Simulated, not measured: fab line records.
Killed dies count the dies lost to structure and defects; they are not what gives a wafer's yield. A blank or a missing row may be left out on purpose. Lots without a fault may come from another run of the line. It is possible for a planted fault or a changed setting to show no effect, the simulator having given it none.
What tool caused it? || flow nandHarc || 13 lots with 39 wafers sampled at 5 steps, on a route of 1302 steps

WHAT THE GAUGES SHOWED, per wafer
NHARC_END_SORT_01.
{"lot": "L179", "measured": "day 24 18:49", "on": "prober-02", "defectLimitedYield (%)": "88.3 88.5 86.6", "killedAtArray": "72 76 86", "killedAtOther": "2 0 0", "killedAtPeriphery": "5 2 5", "killedDies": "79 78 91", "killedOpen": "1 7 0", "killedShort": "0 1 5"}
{"lot": "L180", "measured": "day 25 14:16", "on": "prober-01", "defectLimitedYield (%)": "89.5 87.4 89.8", "killedAtArray": "69 79 69", "killedAtOther": "2 2 0", "killedAtPeriphery": "0 4 0", "killedDies": "71 85 69", "killedOpen": "2 4 4", "killedShort": "3 4 3"}
{"lot": "L182", "measured": "day 26 10:22", "on": "prober-01", "defectLimitedYield (%)": "92.6 91.7 92.6", "killedAtArray": "43 46 43", "killedAtOther": "0 1 0", "killedAtPeriphery": "7 9 7", "killedDies": "50 56 50", "killedOpen": "3 2 1", "killedShort": "2 8 1"}
{"lot": "L181", "measured": "day 26 01:07", "on": "prober-02", "defectLimitedYield (%)": "92.0 92.5 90.7", "killedAtArray": "49 46 59", "killedAtOther": "1 1 1", "killedAtPeriphery": "4 4 3", "killedDies": "54 51 63", "killedOpen": "3 3 2", "killedShort": "2 2 6"}
{"lot": "L183", "measured": "day 26 23:58", "on": "prober-02", "defectLimitedYield (%)": "86.6 87.4 86.6", "killedAtArray": "79 83 85", "killedAtOther": "1 0 0", "killedAtPeriphery": "11 2 6", "killedDies": "91 85 91", "killedOpen": "3 2 4", "killedShort": "3 3 2"}
{"lot": "L184", "measured": "day 26 23:56", "on": "prober-01", "defectLimitedYield (%)": "93.1 91.6 93.6", "killedAtArray": "42 53 41", "killedAtOther": "2 0 0", "killedAtPeriphery": "3 4 2", "killedDies": "47 57 43", "killedOpen": "2 3 6", "killedShort": "2 4 4"}
{"lot": "L185", "measured": "day 27 11:46", "on": "prober-02", "defectLimitedYield (%)": "87.4 87.4 89.1", "killedAtArray": "84 81 73", "killedAtOther": "0 1 0", "killedAtPeriphery": "1 3 1", "killedDies": "85 85 74", "killedOpen": "1 4 4", "killedShort": "2 5 1"}
{"lot": "L186", "measured": "day 28 05:26", "on": "prober-01", "defectLimitedYield (%)": "95.9 93.5 93.4", "killedAtArray": "25 30 40", "killedAtOther": "2 3 1", "killedAtPeriphery": "1 11 4", "killedDies": "28 44 45", "killedOpen": "2 3 4", "killedShort": "3 2 1"}
{"lot": "L187", "measured": "day 28 20:41", "on": "prober-01", "defectLimitedYield (%)": "90.4 90.0 88.6", "killedAtArray": "63 67 74", "killedAtOther": "0 0 0", "killedAtPeriphery": "2 1 3", "killedDies": "65 68 77", "killedOpen": "3 5 2", "killedShort": "2 1 1"}
{"lot": "L191", "measured": "day 30 02:23", "on": "prober-02", "defectLimitedYield (%)": "0 92.2 92.6", "killedAtArray": "55 48 48", "killedAtOther": "1 0 0", "killedAtPeriphery": "621 5 2", "killedDies": "677 53 50", "killedOpen": "3 3 0", "killedShort": "4 2 1"}
{"lot": "L193", "measured": "day 30 08:08", "on": "prober-01", "defectLimitedYield (%)": "91.4 0 0", "killedAtArray": "48 48 58", "killedAtOther": "0 1 1", "killedAtPeriphery": "10 628 618", "killedDies": "58 677 677", "killedOpen": "5 5 3", "killedShort": "4 4 3"}
{"lot": "L198", "measured": "day 32 17:53", "on": "prober-01", "defectLimitedYield (%)": "94.7 91.7 92.5", "killedAtArray": "28 47 40", "killedAtOther": "2 5 0", "killedAtPeriphery": "6 4 11", "killedDies": "36 56 51", "killedOpen": "3 4 7", "killedShort": "1 2 2"}
{"lot": "L200", "measured": "day 33 07:47", "on": "prober-01", "defectLimitedYield (%)": "88.3 89.5 89.2", "killedAtArray": "65 61 70", "killedAtOther": "7 8 2", "killedAtPeriphery": "7 2 1", "killedDies": "79 71 73", "killedOpen": "5 1 3", "killedShort": "3 1 2"}

EACH LOT AND THE TOOL THAT RAN IT (in order: tool; ch and the chambers of the sampled wafers; start)
{"lot": "L179", "NHARC_P_M0_DEP_00": "pecvd-04 ch 1,2, day 6 11:24", "NHARC_THIN_TSV_ETCH_44": "rieDiel-02 ch 0,1,2, day 24 02:25", "NHARC_THIN_TSV_DEP_47": "pecvd-04 ch 0,1, day 24 03:55", "NHARC_THIN_TSV_DEGAS_49": "pvdSputter-01, day 24 04:49"}
{"lot": "L180", "NHARC_P_M0_DEP_00": "pecvd-04 ch 0,1,2, day 6 20:53", "NHARC_THIN_TSV_ETCH_44": "rieDiel-13 ch 1,2,3, day 24 23:19", "NHARC_THIN_TSV_DEP_47": "pecvd-01 ch 0,1, day 25 00:52", "NHARC_THIN_TSV_DEGAS_49": "pvdSputter-01, day 25 01:47"}
{"lot": "L182", "NHARC_P_M0_DEP_00": "pecvd-01 ch 0,1,2, day 7 13:29", "NHARC_THIN_TSV_ETCH_44": "rieDiel-02 ch 2,3, day 25 17:17", "NHARC_THIN_TSV_DEP_47": "pecvd-01 ch 0,1,2, day 25 19:01", "NHARC_THIN_TSV_DEGAS_49": "pvdSputter-01, day 25 19:50"}
{"lot": "L181", "NHARC_P_M0_DEP_00": "pecvd-04 ch 1,2, day 7 13:37", "NHARC_THIN_TSV_ETCH_44": "rieDiel-02 ch 0,2,3, day 25 09:24", "NHARC_THIN_TSV_DEP_47": "pecvd-01 ch 0,2, day 25 10:59", "NHARC_THIN_TSV_DEGAS_49": "pvdSputter-03, day 25 11:56"}
{"lot": "L183", "NHARC_P_M0_DEP_00": "pecvd-04 ch 1,2, day 8 04:33", "NHARC_THIN_TSV_ETCH_44": "rieDiel-13 ch 0,2,3, day 26 09:08", "NHARC_THIN_TSV_DEP_47": "pecvd-04 ch 0,1,2, day 26 10:44", "NHARC_THIN_TSV_DEGAS_49": "pvdSputter-01, day 26 11:40"}
{"lot": "L184", "NHARC_P_M0_DEP_00": "pecvd-04 ch 0,1,2, day 8 15:55", "NHARC_THIN_TSV_ETCH_44": "rieDiel-01 ch 0,1,2, day 26 10:23", "NHARC_THIN_TSV_DEP_47": "pecvd-01 ch 0,1,2, day 26 11:55", "NHARC_THIN_TSV_DEGAS_49": "pvdSputter-02, day 26 12:51"}
{"lot": "L185", "NHARC_P_M0_DEP_00": "pecvd-04 ch 0,1,2, day 9 00:23", "NHARC_THIN_TSV_ETCH_44": "rieDiel-13 ch 0,2,3, day 26 20:56", "NHARC_THIN_TSV_DEP_47": "pecvd-01 ch 0,1,2, day 26 22:32", "NHARC_THIN_TSV_DEGAS_49": "pvdSputter-01, day 26 23:32"}
{"lot": "L186", "NHARC_P_M0_DEP_00": "pecvd-01 ch 0,2, day 9 11:37", "NHARC_THIN_TSV_ETCH_44": "rieDiel-13 ch 0,2,3, day 27 14:33", "NHARC_THIN_TSV_DEP_47": "pecvd-01 ch 0,1,2, day 27 16:11", "NHARC_THIN_TSV_DEGAS_49": "pvdSputter-01, day 27 17:08"}
{"lot": "L187", "NHARC_P_M0_DEP_00": "pecvd-01 ch 0,1,2, day 10 05:36", "NHARC_THIN_TSV_ETCH_44": "rieDiel-01 ch 1,2,3, day 28 02:34", "NHARC_THIN_TSV_DEP_47": "pecvd-04 ch 1,2, day 28 04:14", "NHARC_THIN_TSV_DEGAS_49": "pvdSputter-02, day 28 05:09"}
{"lot": "L191", "NHARC_P_M0_DEP_00": "pecvd-04 ch 0,2, day 11 07:08", "NHARC_THIN_TSV_ETCH_44": "rieDiel-13 ch 0,3, day 29 11:35", "NHARC_THIN_TSV_DEP_47": "pecvd-04 ch 1, day 29 13:10", "NHARC_THIN_TSV_DEGAS_49": "pvdSputter-03, day 29 14:07"}
{"lot": "L193", "NHARC_P_M0_DEP_00": "pecvd-04 ch 0,1, day 12 01:07", "NHARC_THIN_TSV_ETCH_44": "rieDiel-02 ch 2, day 29 16:40", "NHARC_THIN_TSV_DEP_47": "pecvd-04 ch 0, day 29 18:17", "NHARC_THIN_TSV_DEGAS_49": "pvdSputter-01, day 29 19:11"}
{"lot": "L198", "NHARC_P_M0_DEP_00": "pecvd-04 ch 0,2, day 14 15:47", "NHARC_THIN_TSV_ETCH_44": "rieDiel-01 ch 2,3, day 32 02:39", "NHARC_THIN_TSV_DEP_47": "pecvd-03 ch 0,1, day 32 04:25", "NHARC_THIN_TSV_DEGAS_49": "pvdSputter-03, day 32 05:21"}
{"lot": "L200", "NHARC_P_M0_DEP_00": "pecvd-03 ch 0,1,2, day 15 03:23", "NHARC_THIN_TSV_ETCH_44": "rieDiel-02 ch 0,1,2, day 32 16:57", "NHARC_THIN_TSV_DEP_47": "pecvd-04 ch 0,1, day 32 18:32", "NHARC_THIN_TSV_DEGAS_49": "pvdSputter-03, day 32 19:29"}
- NHARC_P_M0_DEP_00: deposits SiOC, target thk 150 nm.
- NHARC_THIN_TSV_ETCH_44: etches the open film in CF4/O2, target depth 1594.2 nm, time 797.1 s.
- NHARC_THIN_TSV_DEP_47: deposits SiO2, target thk 200 nm.
- NHARC_THIN_TSV_DEGAS_49: time 120 s.

WHAT THE TOOLS THEMSELVES READ (means of the sampled wafers that have a number; where no wafer has one, the mark that the record gives instead)
NHARC_THIN_TSV_ETCH_44.
{"lot": "L179", "tool": "rieDiel-02", "drypumpMotorCurrentA (A)": 6.0, "mfcArSccm (sccm)": 0.017, "oesProductAu (a.u.)": 1.000, "rfVppV (V)": 791, "showerheadPlenumPTorr (Torr)": 1.76, "throttleValvePct (%)": 16.908}
{"lot": "L180", "tool": "rieDiel-13", "drypumpMotorCurrentA (A)": 5.7, "mfcArSccm (sccm)": 0.010, "oesProductAu (a.u.)": 0.992, "rfVppV (V)": 793, "showerheadPlenumPTorr (Torr)": 1.82, "throttleValvePct (%)": 16.912}
{"lot": "L182", "tool": "rieDiel-02", "drypumpMotorCurrentA (A)": 5.6, "mfcArSccm (sccm)": 0.000, "oesProductAu (a.u.)": 1.005, "rfVppV (V)": 793, "showerheadPlenumPTorr (Torr)": 1.82, "throttleValvePct (%)": 16.911}
{"lot": "L181", "tool": "rieDiel-02", "drypumpMotorCurrentA (A)": 5.9, "mfcArSccm (sccm)": 0.011, "oesProductAu (a.u.)": 1.010, "rfVppV (V)": 792, "showerheadPlenumPTorr (Torr)": 1.80, "throttleValvePct (%)": 16.914}
{"lot": "L183", "tool": "rieDiel-13", "drypumpMotorCurrentA (A)": 5.8, "mfcArSccm (sccm)": 0.000, "oesProductAu (a.u.)": 0.987, "rfVppV (V)": 795, "showerheadPlenumPTorr (Torr)": 1.84, "throttleValvePct (%)": 16.917}
{"lot": "L184", "tool": "rieDiel-01", "drypumpMotorCurrentA (A)": 5.5, "mfcArSccm (sccm)": 0.020, "oesProductAu (a.u.)": 0.999, "rfVppV (V)": 795, "showerheadPlenumPTorr (Torr)": 1.84, "throttleValvePct (%)": 16.913}
{"lot": "L185", "tool": "rieDiel-13", "drypumpMotorCurrentA (A)": 5.8, "mfcArSccm (sccm)": 0.000, "oesProductAu (a.u.)": 0.987, "rfVppV (V)": 793, "showerheadPlenumPTorr (Torr)": 1.84, "throttleValvePct (%)": 16.913}
{"lot": "L186", "tool": "rieDiel-13", "drypumpMotorCurrentA (A)": 5.9, "mfcArSccm (sccm)": 0.000, "oesProductAu (a.u.)": 0.989, "rfVppV (V)": 795, "showerheadPlenumPTorr (Torr)": 1.84, "throttleValvePct (%)": 16.921}
{"lot": "L187", "tool": "rieDiel-01", "drypumpMotorCurrentA (A)": 5.7, "mfcArSccm (sccm)": 0.010, "oesProductAu (a.u.)": 1.000, "rfVppV (V)": 793, "showerheadPlenumPTorr (Torr)": 1.83, "throttleValvePct (%)": 16.910}
{"lot": "L191", "tool": "rieDiel-13", "drypumpMotorCurrentA (A)": 5.8, "mfcArSccm (sccm)": 0.000, "oesProductAu (a.u.)": 0.985, "rfVppV (V)": 798, "showerheadPlenumPTorr (Torr)": 1.89, "throttleValvePct (%)": 16.922}
{"lot": "L193", "tool": "rieDiel-02", "drypumpMotorCurrentA (A)": 5.7, "mfcArSccm (sccm)": 0.000, "oesProductAu (a.u.)": 1.018, "rfVppV (V)": 792, "showerheadPlenumPTorr (Torr)": 1.80, "throttleValvePct (%)": 16.920}
{"lot": "L198", "tool": "rieDiel-01", "drypumpMotorCurrentA (A)": 5.7, "mfcArSccm (sccm)": 0.000, "oesProductAu (a.u.)": 0.991, "rfVppV (V)": 795, "showerheadPlenumPTorr (Torr)": 1.84, "throttleValvePct (%)": 16.912}
{"lot": "L200", "tool": "rieDiel-02", "drypumpMotorCurrentA (A)": 6.1, "mfcArSccm (sccm)": 0.017, "oesProductAu (a.u.)": 1.019, "rfVppV (V)": 789, "showerheadPlenumPTorr (Torr)": 1.76, "throttleValvePct (%)": 16.913}

NHARC_THIN_TSV_DEP_47.
{"lot": "L179", "tool": "pecvd-04", "throttleValvePct (%)": 16.4}
{"lot": "L180", "tool": "pecvd-01", "throttleValvePct (%)": 16.4}
{"lot": "L182", "tool": "pecvd-01", "throttleValvePct (%)": 16.6}
{"lot": "L181", "tool": "pecvd-01", "throttleValvePct (%)": 16.2}
{"lot": "L183", "tool": "pecvd-04", "throttleValvePct (%)": 16.4}
{"lot": "L184", "tool": "pecvd-01", "throttleValvePct (%)": 16.5}
{"lot": "L185", "tool": "pecvd-01", "throttleValvePct (%)": 16.5}
{"lot": "L186", "tool": "pecvd-01", "throttleValvePct (%)": 16.6}
{"lot": "L187", "tool": "pecvd-04", "throttleValvePct (%)": 16.0}
{"lot": "L191", "tool": "pecvd-04", "throttleValvePct (%)": 15.9}
{"lot": "L193", "tool": "pecvd-04", "throttleValvePct (%)": 16.3}
{"lot": "L198", "tool": "pecvd-03", "throttleValvePct (%)": 16.5}
{"lot": "L200", "tool": "pecvd-04", "throttleValvePct (%)": 16.2}

NHARC_THIN_TSV_DEGAS_49.
{"lot": "L179", "tool": "pvdSputter-01", "heaterPowerW (W)": 466}
{"lot": "L180", "tool": "pvdSputter-01", "heaterPowerW (W)": 436}
{"lot": "L182", "tool": "pvdSputter-01", "heaterPowerW (W)": 462}
{"lot": "L181", "tool": "pvdSputter-03", "heaterPowerW (W)": 560}
{"lot": "L183", "tool": "pvdSputter-01", "heaterPowerW (W)": 429}
{"lot": "L184", "tool": "pvdSputter-02", "heaterPowerW (W)": 462}
{"lot": "L185", "tool": "pvdSputter-01", "heaterPowerW (W)": 435}
{"lot": "L186", "tool": "pvdSputter-01", "heaterPowerW (W)": 408}
{"lot": "L187", "tool": "pvdSputter-02", "heaterPowerW (W)": 496}
{"lot": "L191", "tool": "pvdSputter-03", "heaterPowerW (W)": 453}
{"lot": "L193", "tool": "pvdSputter-01", "heaterPowerW (W)": 449}
{"lot": "L198", "tool": "pvdSputter-03", "heaterPowerW (W)": 524}
{"lot": "L200", "tool": "pvdSputter-03", "heaterPowerW (W)": 520}

THE ANSWER, worked out from the rows above alone
Rule: the lots themselves supply what counts as usual. Put in order of their means at a reading, lots are off if they are a third of the lots or fewer, leave a main group of 4 or more, and stand apart from it by a gap of 3 or more times the standard deviation of the main group's means; of several such gaps the widest counts. The tables above print the reading to a certain number of digits; a main group whose means all agree to those digits is not used. Also off: a lot with no number at a reading for which 4 or more lots have one. The other lots that the step has rows for count as sound. First the gauges in route order, then the tools' own readings, where a lot's mean is used as printed above. The first step at which some lot is off is used, and at that step the reading that is off furthest; a lot without a number counts as furthest.
Off at NHARC_END_SORT_01 (killedAtPeriphery): L191, L193. Main group: mean 4.1, sd 2.1.
If a tool, at a process step before that reading, ran all the lots that are off and no sound lot after the first of them, it fits. Those tools and the gauges at NHARC_END_SORT_01 are tried in the same way. Not one of the candidates tried fits.

WHAT THE SIMULATOR HAD PUT IN
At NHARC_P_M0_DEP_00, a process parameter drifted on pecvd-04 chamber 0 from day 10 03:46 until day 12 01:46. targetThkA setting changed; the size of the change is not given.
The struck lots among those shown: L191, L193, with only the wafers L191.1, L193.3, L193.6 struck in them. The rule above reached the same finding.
